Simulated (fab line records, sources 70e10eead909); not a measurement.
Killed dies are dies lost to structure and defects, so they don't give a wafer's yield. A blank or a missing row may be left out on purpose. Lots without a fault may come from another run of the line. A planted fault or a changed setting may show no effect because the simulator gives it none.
Which tool did it? | flow nand_harc | 13 lots, 39 wafers sampled, at 6 steps of a route of 1302

WHAT THE GAUGES READ, wafer by wafer
NHARC_A_ONON_D2_THK_MEAS_24: measures by ellipsometry.
lot  | measured     | on            | thk_nm (nm)
L113 | day 13 05:29 | film_metro-02 | 992 992 993
L114 | day 13 05:29 | film_metro-01 | 990 991 992
L115 | day 14 15:57 | film_metro-02 | 1013 1015 1012
L122 | day 16 18:34 | film_metro-01 | 1493 1494 1492
L124 | day 17 18:48 | film_metro-01 | 1492 1489 1491
L128 | day 19 16:01 | film_metro-02 | 999 997 997
L129 | day 19 21:36 | film_metro-01 | 1003 1003 1003
L130 | day 20 14:57 | film_metro-01 | 987 986 985
L131 | day 20 14:58 | film_metro-02 | 987 987 988
L132 | day 20 22:02 | film_metro-01 | 1013 1011 1013
L133 | day 21 17:43 | film_metro-01 | 993 992 992
L134 | day 22 00:53 | film_metro-02 | 987 987 987
L135 | day 22 09:14 | film_metro-01 | 995 994 995

NHARC_END_SORT_01.
lot  | measured     | on        | killed_at_array | killed_at_other | killed_at_periphery | killed_dies | killed_open | killed_short
L122 | day 28 06:58 | prober-02 | 673 669 670     | 1 1 4           | 3 7 3               | 677 677 677 | 4 1 2       | 0 0 3
L124 | day 29 06:35 | prober-01 | 672 666 672     | 0 4 0           | 5 7 5               | 677 677 677 | 2 1 6       | 5 5 3

WHICH TOOL RAN EACH LOT (tool, then ch and the chambers of the sampled wafers, then the start)
lot  | NHARC_A_CHANNEL_FILL_D1_ETCHBACK_20 | NHARC_A_CHANNEL_FILL_D1_ETCHBACK_08           | NHARC_A_ONON_D2_DEP_22           | NHARC_A_ONON_D2_DEP_33
L113 | rie_diel-09 ch 0,2, day 10 08:18    | rie_diel-08 ch 0,2,3, day 13 05:02 or earlier | pecvd_onon-04 ch 0, day 13 05:02 | pecvd-02 ch 1,2, day 13 06:41
L114 | rie_diel-12 ch 0,2,3, day 10 08:19  | rie_diel-12 ch 1,2,3, day 13 05:06 or earlier | pecvd_onon-01 ch 0, day 13 05:06 | pecvd-03 ch 0,1,2, day 13 06:47
L115 | rie_diel-08 ch 0,1,2, day 11 13:57  | rie_diel-09 ch 0,1,3, day 14 15:30 or earlier | pecvd_onon-04 ch 0, day 14 15:30 | pecvd-02 ch 0,1, day 14 17:08
L122 | rie_diel-08 ch 0,1, day 13 17:28    | rie_diel-08 ch 0,1,3, day 16 18:11 or earlier | pecvd_onon-01 ch 0, day 16 18:11 | pecvd-02 ch 0,1,2, day 16 19:51
L124 | rie_diel-12 ch 0,2,3, day 14 20:16  | rie_diel-09 ch 1,2, day 17 18:28 or earlier   | pecvd_onon-01 ch 0, day 17 18:28 | pecvd-03 ch 0,1,2, day 17 20:08
L128 | rie_diel-12 ch 0,3, day 16 09:44    | rie_diel-12 ch 1,2,3, day 19 15:41 or earlier | pecvd_onon-04 ch 0, day 19 15:41 | pecvd-03 ch 0,1,2, day 19 17:21
L129 | rie_diel-12 ch 0,2,3, day 17 01:22  | rie_diel-12 ch 0,3, day 19 21:12 or earlier   | pecvd_onon-04 ch 0, day 19 21:12 | pecvd-01 ch 0,2, day 19 22:53
L130 | rie_diel-12 ch 0,2,3, day 17 12:52  | rie_diel-12 ch 1,2,3, day 20 14:33 or earlier | pecvd_onon-04 ch 0, day 20 14:33 | pecvd-01 ch 0,2, day 20 16:08
L131 | rie_diel-08 ch 1,2,3, day 17 12:52  | rie_diel-08 ch 0,1,3, day 20 14:28 or earlier | pecvd_onon-03 ch 0, day 20 14:28 | pecvd-02 ch 0,2, day 20 16:13
L132 | rie_diel-12 ch 0,1,3, day 17 20:05  | rie_diel-08 ch 2,3, day 20 21:31 or earlier   | pecvd_onon-03 ch 0, day 20 21:31 | pecvd-01 ch 0,1,2, day 20 23:15
L133 | rie_diel-12 ch 1,2, day 18 17:16    | rie_diel-08 ch 0,2,3, day 21 17:12 or earlier | pecvd_onon-03 ch 0, day 21 17:12 | pecvd-02 ch 1,2, day 21 19:01
L134 | rie_diel-09 ch 1,2, day 18 23:07    | rie_diel-08 ch 0,2, day 22 00:26 or earlier   | pecvd_onon-01 ch 0, day 22 00:26 | pecvd-01 ch 0,1,2, day 22 02:04
L135 | rie_diel-09 ch 0,1,2, day 19 08:26  | rie_diel-12 ch 1,3, day 22 08:42 or earlier   | pecvd_onon-04 ch 0, day 22 08:42 | pecvd-02 ch 1,2, day 22 10:25
- NHARC_A_CHANNEL_FILL_D1_ETCHBACK_20: etches the open film in C4F8/O2/Ar, target depth 27 nm, time 13.5 s.
- NHARC_A_CHANNEL_FILL_D1_ETCHBACK_08: etches the open film in C4F8, target depth 220 nm, time 110 s.
- NHARC_A_ONON_D2_DEP_22: target thk 1000 nm.
- NHARC_A_ONON_D2_DEP_33: deposits SiO2, target thk 200 nm.

WHAT THE TOOLS THEMSELVES READ (means of the sampled wafers that have a number; where no wafer has one, the mark that the record gives instead)
NHARC_A_CHANNEL_FILL_D1_ETCHBACK_20.
lot  | tool        | oes_product_au (a.u.) | rf_vpp_V (V)
L113 | rie_diel-09 | 1.00                  | 974
L114 | rie_diel-12 | 0.92                  | 974
L115 | rie_diel-08 | 0.98                  | 983
L122 | rie_diel-08 | 0.93                  | 982
L124 | rie_diel-12 | 0.94                  | 974
L128 | rie_diel-12 | 0.93                  | 976
L129 | rie_diel-12 | 0.92                  | 975
L130 | rie_diel-12 | 0.92                  | 974
L131 | rie_diel-08 | 1.00                  | 984
L132 | rie_diel-12 | 0.93                  | 974
L133 | rie_diel-12 | 0.93                  | 970
L134 | rie_diel-09 | 0.92                  | 980
L135 | rie_diel-09 | 0.92                  | 978

NHARC_A_CHANNEL_FILL_D1_ETCHBACK_08.
lot  | tool        | oes_product_au (a.u.) | rf_vpp_V (V)
L113 | rie_diel-08 | 1.00                  | 442.6
L114 | rie_diel-12 | 0.92                  | 438.1
L115 | rie_diel-09 | 0.93                  | 439.9
L122 | rie_diel-08 | 0.93                  | 442.2
L124 | rie_diel-09 | 1.00                  | 439.5
L128 | rie_diel-12 | 0.93                  | 438.4
L129 | rie_diel-12 | 0.93                  | 439.1
L130 | rie_diel-12 | 0.92                  | 438.3
L131 | rie_diel-08 | 0.92                  | 441.5
L132 | rie_diel-08 | 0.99                  | 442.3
L133 | rie_diel-08 | 0.99                  | 443.3
L134 | rie_diel-08 | 1.00                  | 442.5
L135 | rie_diel-12 | 1.02                  | 437.8

NHARC_A_ONON_D2_DEP_33.
lot  | tool     | heater_power_outer_w (W) | heater_power_w (W) | throttle_valve_pct (%)
L113 | pecvd-02 | 361                      | 616                | 16.1
L114 | pecvd-03 | 260                      | 527                | 16.3
L115 | pecvd-02 | 394                      | 735                | 17.0
L122 | pecvd-02 | 315                      | 608                | 16.5
L124 | pecvd-03 | 266                      | 536                | 16.3
L128 | pecvd-03 | 265                      | 526                | 16.3
L129 | pecvd-01 | 313                      | 558                | 16.3
L130 | pecvd-01 | 332                      | 583                | 16.4
L131 | pecvd-02 | 286                      | 544                | 16.3
L132 | pecvd-01 | 300                      | 552                | 16.2
L133 | pecvd-02 | 331                      | 579                | 16.2
L134 | pecvd-01 | 314                      | 581                | 15.8
L135 | pecvd-02 | 364                      | 610                | 16.5

THE ANSWER, worked out from the rows above alone
Rule: what is usual is taken from the lots themselves. Put in order of their means at a reading, lots are off if they are a third of the lots or fewer, leave a main group of 4 or more, and stand apart from it by a gap of 3 or more times the standard deviation of the main group's means; of several such gaps the widest counts. A main group whose means are all the same, to the digits that the tables above print for the reading, isn't used. A lot without any number at a reading at which 4 lots or more have one is off too. The other lots that the step has rows for count as sound. The gauges are gone through in route order, then the tools' own readings, and for those a lot's mean is taken as printed above. The first step at which some lot is off is used, and at that step the reading that is off furthest; a lot without a number counts as furthest.
Off: L122, L124, at NHARC_A_ONON_D2_THK_MEAS_24 (thk_nm). The main group: mean 996 nm, standard deviation 9.2.
A tool fits if, at a process step before that reading, it ran every lot that is off, and no sound lot after the first of them. The gauges at NHARC_A_ONON_D2_THK_MEAS_24 are tried like those tools. NHARC_A_CHANNEL_FILL_D1_ETCHBACK_08 gives no start for some lots, so the hours and the order of its lots are those of NHARC_A_ONON_D2_DEP_22. None of those tried fits.

WHAT THE SIMULATOR HAD PUT IN
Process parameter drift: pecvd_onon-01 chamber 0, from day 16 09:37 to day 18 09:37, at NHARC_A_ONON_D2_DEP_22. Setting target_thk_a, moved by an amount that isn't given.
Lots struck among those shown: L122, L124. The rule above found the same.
